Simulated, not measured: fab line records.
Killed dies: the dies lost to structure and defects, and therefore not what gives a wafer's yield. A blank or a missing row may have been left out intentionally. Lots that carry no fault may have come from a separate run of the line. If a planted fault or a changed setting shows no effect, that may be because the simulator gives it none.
A struck lot beside a sound one	flow nand-harc	13 steps out of a route of 1159
Sound: these wafers, L611.2, L611.5, L611.6. Struck: wafers L612.5, L612.6. (L612.4 of the same lot was not struck and is left out.) The cause comes at the end.
At each step with rows: each side's tool, then ch and its chambers, then its first start. Under that, the readings that differ: sound wafers	struck wafers	difference of the means	sigmas: that difference in standard deviations of wafers without a fault.
alike: words and numbers the same on both sides, and readings whose means are apart by under 2 such deviations; not compared: readings that were withheld, readings missing a value for some wafer, numbers with overlapping values and no deviation given by the record, and bounds like >300 which may hide the same value.
A row with sigmas, a row that says differs or no value, or rows on one side alone: a step with any of these is where the two part. Non-overlapping numbers with no deviation appear without sigmas and do not part them. A reading that every wafer of one side lacks parts them only if that side has two wafers or more.

NHARC_A_SLIT_ETCH_26: etches the open film in C4F8/O2/Ar, time 90 s, target depth 400 nm.
  sound on har-etch-01 ch 0,1, day 14 22:51; struck on har-etch-01 ch 0,1, day 16 05:02
  alike: drypump-motor-current-A, showerhead-plenum-p-Torr, throttle-valve-pct
  not compared: rf-hours-counter-h
then, 1 step without rows for these wafers: NHARC_A_SLIT_STRIP_28 (strips in O2/COS).
NHARC_A_SLIT_ETCH_29: etches the open film in CF4/O2, target depth 100 nm, overetch 10 nm, time 55 s.
  sound on rie-diel-01 ch 1,2, day 14 23:28; struck on rie-diel-07 ch 0,1, day 16 05:35
  alike: drypump-motor-current-A, oes-product-au, rf-vpp-V, showerhead-plenum-p-Torr, throttle-valve-pct
  not compared: rf-hours-counter-h
NHARC_A_SLIT_STRIP_18: strips in O2.
  sound on rie-diel-01 ch 1,2; struck on rie-diel-07 ch 0,3
  alike: drypump-motor-current-A, oes-product-au, rf-vpp-V, showerhead-plenum-p-Torr, throttle-valve-pct
  not compared: rf-hours-counter-h
then, 2 steps without rows for these wafers: NHARC_A_SLIT_PRECLEAN_19 (cleans in SC1); NHARC_A_SLIT_SRD_20.
NHARC_A_SLIT_CD_MEAS_21:
  sound on cd-sem-03, day 15 00:01; struck on cd-sem-01, day 16 06:07
  alike: cd-nm
then, 3 steps without rows for these wafers: NHARC_A_SIN_REMOVE_WET_00 (chemistry H3PO4, time 15300 s); NHARC_A_SIN_REMOVE_PRECLEAN_01 (cleans in SC1); NHARC_A_SIN_REMOVE_SRD_02.
NHARC_A_SIN_REMOVE_INSPECT_04:
  sound on defect-inspect-02, day 15 07:05; struck on defect-inspect-02, day 16 11:58
  alike: raw-defect-count
NHARC_A_WL_FILL_ALD_00: deposits Al2O3, target thk 3 nm, pulse time 3 s, ald cycles 30.
  sound on ald-hk-02 ch 0,1,3, day 15 07:14; struck on ald-hk-03 ch 0,3, day 16 12:12
reading	sound	struck	difference	sigmas
ald-cycles	30 30 30	40 40	+10	
  alike: heater-power-w, precursor-pulse-height-rel
NHARC_A_WL_FILL_RTA_01: time 5 s.
  sound on rtp-anneal-01 ch 0, day 15 07:27; struck on rtp-anneal-01 ch 0, day 16 12:32
  alike: wafer_temp_C_max

WHERE THEY PART
Nowhere in this record.

WHY: whatever the simulator had introduced
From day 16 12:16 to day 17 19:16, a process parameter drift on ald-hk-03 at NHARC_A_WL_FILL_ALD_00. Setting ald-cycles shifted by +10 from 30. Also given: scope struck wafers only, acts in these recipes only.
